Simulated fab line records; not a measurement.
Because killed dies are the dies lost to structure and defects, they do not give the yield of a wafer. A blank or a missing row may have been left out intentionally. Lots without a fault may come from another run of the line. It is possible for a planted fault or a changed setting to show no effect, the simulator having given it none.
A struck lot beside a sound one / flow nand_harc / 13 steps out of a route of 1302
Sound: these wafers, L480.2, L480.5, L480.6. Struck: wafer L494.6. (L494.2, L494.4 of the same lot were not struck and are left out.) The cause comes at the end.
For every step that has rows: the tool of each side, followed by ch and its chambers, followed by its first start. Under that, the readings that differ: sound wafers / struck wafers / difference of the means / sigmas: that difference in standard deviations of wafers without a fault.
alike: a reading whose means differ by less than 2 such deviations, as well as words and numbers matching on both sides. not compared: withheld readings; readings where some wafer has no value; bounds like >300 that might hide an equal value; numbers whose values overlap and for which the record gives no deviation.
A row with sigmas, a row that says differs or no value, or rows on one side alone: a step with any of these is where the two part. Non-overlapping numbers with no deviation appear without sigmas and do not part them. A reading missing from all wafers of one side parts the sides only when that side holds two or more wafers.

first, 4 steps without rows for these wafers: NHARC_A_WL_FILL_STRIP_28 (strips in post etch residue remover, time 1200 s); NHARC_A_WL_FILL_PRECLEAN_06 (cleans in DIW, time 300 s); NHARC_A_WL_FILL_SRD_07; NHARC_A_WL_FILL_ANNEAL_08 (time 1800 s).
NHARC_A_WL_FILL_ALD_10: deposits SiO2, target thk 50 nm, pulse time 10 s, ald cycles 500.
  sound on ald_hk-04 ch 1,2, day 22 13:05; struck on ald_hk-04 ch 3, day 27 20:00
reading=heater_power_w (W); sound=484 472 489; struck=342; difference=-140; sigmas=-2
  alike: precursor_pulse_height_rel
NHARC_A_WL_FILL_ETCHBACK_16: etches the open film in C4F8/O2/Ar, target depth 120 nm, time 24 s.
  sound on rie_diel-04 ch 0,1; struck on rie_diel-06 ch 3
  alike: oes_product_au, rf_vpp_V, run_length_s
  not compared: rf_hours_counter_h
NHARC_A_WL_FILL_STRIP_29: strips in O2, time 20 s.
  sound on rie_diel-04 ch 1,2,3, day 22 17:52; struck on rie_diel-06 ch 0, day 27 23:41
  alike: drypump_motor_current_A, oes_product_au, rf_vpp_V, showerhead_plenum_p_Torr, throttle_valve_pct
  not compared: rf_hours_counter_h
NHARC_A_WL_FILL_ETCHBACK_17: etches the open film in Cl2/BCl3, target depth 4 nm, time 26.7 s.
  sound on rie_metal-02 ch 0,1, day 22 17:56; struck on rie_metal-03 ch 0, day 27 23:49
  alike: drypump_motor_current_A, oes_product_au, run_length_s
  not compared: rf_hours_counter_h
then, 3 steps without rows for these wafers: NHARC_A_WL_FILL_PRECLEAN_18 (cleans in dHF, time 30 s); NHARC_A_WL_FILL_SRD_21; NHARC_A_WL_FILL_CVD_23 (deposits poly-Si, target thk 40 nm, time 800 s).
NHARC_A_WL_FILL_ETCHBACK_26: etches the open film in HBr, target depth 52 nm, time 13.3 s.
  sound on rie_si-03 ch 0,2,3, day 22 23:07; struck on rie_si-03 ch 0, day 28 05:04
reading=run_length_s (s); sound=34.3 34.1 34.3; struck=28.5; difference=-5.7; sigmas=-15
  alike: drypump_motor_current_A, hbr_flow_sccm, oes_product_au, throttle_valve_pct
  not compared: rf_hours_counter_h
then, 1 step without rows for these wafers: NHARC_A_WL_FILL_PRECLEAN_30 (cleans in dHF, time 10 s).

WHERE THEY PART
At NHARC_A_WL_FILL_ALD_10 first; at NHARC_A_WL_FILL_ETCHBACK_26 last (within this record only).

WHY: the cause the simulator had injected
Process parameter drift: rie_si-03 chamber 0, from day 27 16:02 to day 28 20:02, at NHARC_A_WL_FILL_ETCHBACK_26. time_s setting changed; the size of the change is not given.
